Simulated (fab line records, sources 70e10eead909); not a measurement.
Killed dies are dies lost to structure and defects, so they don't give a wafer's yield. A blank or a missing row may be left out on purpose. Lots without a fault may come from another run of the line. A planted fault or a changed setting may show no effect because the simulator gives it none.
Chamber matching | flow nand_harc | NHARC_P_GATE_ETCH_32 on rie_si-01: 4 sister chambers
The step etches the open film in HBr/Cl2, target depth 150 nm, time 100.1 s. 14 wafers are shown with their chamber, then 7 later ones without.

WAFERS WITH THEIR CHAMBER
wafer  | chamber | drypump_motor_current_A (A) | he_backside_leak_sccm (sccm) | oes_product_au (a.u.)
L154.2 | 1       | 5.3                         | 2.39                         | 0.995
L154.4 | 0       | 5.9                         | 2.21                         | 0.986
L154.5 | 0       | 5.9                         | 2.23                         | 0.991
L157.1 | 2       | 5.5                         | 2.72                         | 0.996
L157.4 | 3       | 6.5                         | 2.48                         | 1.001
L157.6 | 1       | 5.3                         | 2.49                         | 0.990
L161.3 | 3       | 6.5                         | 2.38                         | 0.997
L161.5 | 1       | 5.3                         | 2.43                         | 0.994
L161.6 | 2       | 5.6                         | 2.71                         | 1.009
L171.2 | 0       | 5.8                         | 2.56                         | 0.983
L171.4 | 3       | 6.5                         | 2.38                         | 0.996
L171.6 | 2       | 5.6                         | 2.72                         | 1.003
L173.2 | 3       | 6.5                         | 2.57                         | 0.997
L173.4 | 0       | 5.9                         | 2.37                         | 0.987

SIGNATURES (means of the wafers above)
reading                 | chamber 0 | chamber 1 | chamber 2 | chamber 3 | scatter within a chamber
drypump_motor_current_A | 5.875     | 5.300     | 5.567     | 6.500     | 0.0376
he_backside_leak_sccm   | 2.3425    | 2.4367    | 2.7167    | 2.4525    | 0.104
oes_product_au          | 0.98675   | 0.99300   | 1.00267   | 0.99775   | 0.00382
Rule: a wafer's distance from a chamber is the root of the sum, over the readings, of the square of ((its reading less the chamber's mean) divided by the reading's scatter). The wafer belongs to the nearest chamber; if the next one is less than 2 further off, it can't be placed. The scatter: the root of (the sum of the squares of (reading less its chamber's mean) over the shown wafers, divided by (wafers less chambers)).

WAFERS WITHOUT THEIR CHAMBER
wafer  | drypump_motor_current_A (A) | he_backside_leak_sccm (sccm) | oes_product_au (a.u.)
L173.6 | 5.5                         | 2.72                         | 0.990
L174.1 | 6.5                         | 2.58                         | 0.994
L174.3 | 5.3                         | 2.44                         | 0.998
L174.6 | 5.3                         | 2.24                         | 1.012
L175.1 | 5.9                         | 2.30                         | 1.013
L175.4 | 5.6                         | 2.71                         | 0.998
L175.5 | 5.6                         | 2.83                         | 0.994

WHICH CHAMBER EACH WENT THROUGH
wafer  | from the rows above | in truth
L173.6 | 2                   | 2
L174.1 | 3                   | 3
L174.3 | 1                   | 1
L174.6 | 1                   | 1
L175.1 | 0                   | 0
L175.4 | 2                   | 2
L175.5 | 2                   | 2
Placed correctly: 7 of 7. Can't be placed from these rows: 0. Placed wrongly: 0.
